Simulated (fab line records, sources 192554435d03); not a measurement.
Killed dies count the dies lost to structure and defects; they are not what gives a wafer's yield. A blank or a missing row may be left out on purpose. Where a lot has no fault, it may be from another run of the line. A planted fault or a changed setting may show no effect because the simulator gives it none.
A struck lot beside a sound one || flow n5_finfet || 15 steps out of a route of 1938
Sound: wafers L929.2, L929.5, L929.6. Struck: wafer L938.3 (left out: L938.4, L938.5 of the same lot, which were not struck); the cause appears at the end.
At each step with rows: each side's tool, then ch and its chambers, then its first start. Under that, the readings that differ: sound wafers || struck wafers || difference of the means || sigmas: that difference in standard deviations of wafers without a fault.
alike: readings with means less than 2 such deviations apart, plus words and numbers identical on both sides. not compared: withheld readings, readings lacking a value on some wafer, bounds such as >300 that could conceal the same value, and numbers that have no deviation in the record and whose values overlap.
The two part at a step that has a row with sigmas, a row that says differs or no value, or rows on one side only. Numbers that don't overlap but have no deviation are shown without sigmas and don't part them. A reading missing from all wafers of one side parts the sides only when that side holds two or more wafers.

first, 3 steps without rows for these wafers: N5_BEOL_M10_ALD_74 (deposits TaN, target thk 2 nm, pulse time 2 s, purge time 3 s); N5_BEOL_M10_SURFACE_TREAT_76; N5_BEOL_M10_CVD_75 (deposits Co from CCTBA/H2, target thk 2 nm, time 138.9 s).
N5_BEOL_M10_SPUTTER_48: material Cu, target thk 12 nm, time 2 s.
  sound on pvd_sputter-02 at day 12 10:05; struck on pvd_sputter-02 at day 14 07:51
  alike: bias_v, throttle_valve_pct
then, 1 step without rows for these wafers: N5_BEOL_M10_ECD_50 (material Cu, target thk 318 nm).
N5_BEOL_M10_ANNEAL_51: time 90 s.
  sound on rtp_anneal-02 ch 0, day 12 10:32; struck on rtp_anneal-01 ch 0, day 14 08:44
  alike: wafer_temp_C_max
N5_BEOL_M10_CMP_52: polishes, stops on SiCOH lowk, t overpolish 7 s, target thk 140 nm.
  sound on cmp-01 ch 0,1,2, day 12 10:55; struck on cmp-01 ch 2, day 14 09:07
  alike: barrier_field_endpoint_s, motor_current_A, overpolish_run_s, retaining_ring_pressure_frac, slurry_filter_dp_kPa, time_to_endpoint_s
N5_BEOL_M10_THK_MEAS_53: measures by xrf.
  sound on film_metro-01 at day 12 11:05; struck on film_metro-01 at day 14 09:25
  alike: M10_THK
then, 1 step without rows for these wafers: N5_BEOL_M10_PRE_CLEAN_55 (time 15 s).
N5_BEOL_M10_DEP_56: deposits SiCN from 3MS/NH3, target thk 15 nm, time 26.5 s.
  sound on pecvd-02 ch 0,2, day 12 11:09; struck on pecvd-01 ch 1, day 14 09:29
  alike: showerhead_plenum_p_Torr, throttle_valve_pct
N5_BEOL_M10_RS_MEAS_57: the measuring method here is four-point-probe.
  sound on film_metro-02 at day 12 11:14; struck on film_metro-02 at day 14 09:34
  alike: M10_RS
N5_BEOL_M10_INSPECT_58: inspects for defects (darkfield).
  sound on defect_inspect-01 at day 12 11:15; struck on defect_inspect-02 at day 14 09:35
  alike: raw_defect_count
N5_BEOL_M11_ILD_DEP_00: deposits SiCOH lowk from DEMS/porogen, target thk 308.51 nm, time 58 s.
  sound on pecvd-02 ch 0,1,2, day 12 11:17; struck on pecvd-04 ch 0, day 14 09:39
{"reading": "susceptor_temp_C (C)", "sound": "299.77 299.82 300.20", "struck": 304.00, "difference": "+4.07", "sigmas": "+21"}
  alike: heater_power_w, showerhead_plenum_p_Torr, throttle_valve_pct
N5_BEOL_M11_CURE_71: cures SiCOH lowk, time 240 s.
  sound on uv_cure-02 ch 0, day 12 11:32; struck on uv_cure-01 ch 0, day 14 09:53
  alike: lamp_power_pct, wafer_temp_C_max
-- record jumps: 2 days separate the struck wafers' starts on either side; left off in module BEOL_M11, taken up again in module PASSIVATION, whose first shown step is the route's number 1936 --
N5_PASSIVATION_PROBE_49:
  sound on prober-01 at day 14 15:29; struck on prober-02 at day 16 10:11
  alike: defect_limited_yield, killed_at_M0_to_M3, killed_at_M4_up, killed_at_contacts, killed_at_front_end, killed_at_other, killed_dies, killed_on_rim, killed_open, killed_short, sort_bin_5_function, sort_bin_6_memory, sort_bin_8_speed, sort_n_pass, sort_yield_pct

== WHERE THEY PART ==
Within this record, at N5_BEOL_M11_ILD_DEP_00 only. Later steps at which nothing parts them and some readings are alike: N5_BEOL_M11_CURE_71, N5_PASSIVATION_PROBE_49.

WHY: what the simulator had put in
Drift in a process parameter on pecvd-04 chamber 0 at N5_BEOL_M11_ILD_DEP_00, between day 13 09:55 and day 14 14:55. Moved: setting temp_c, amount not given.
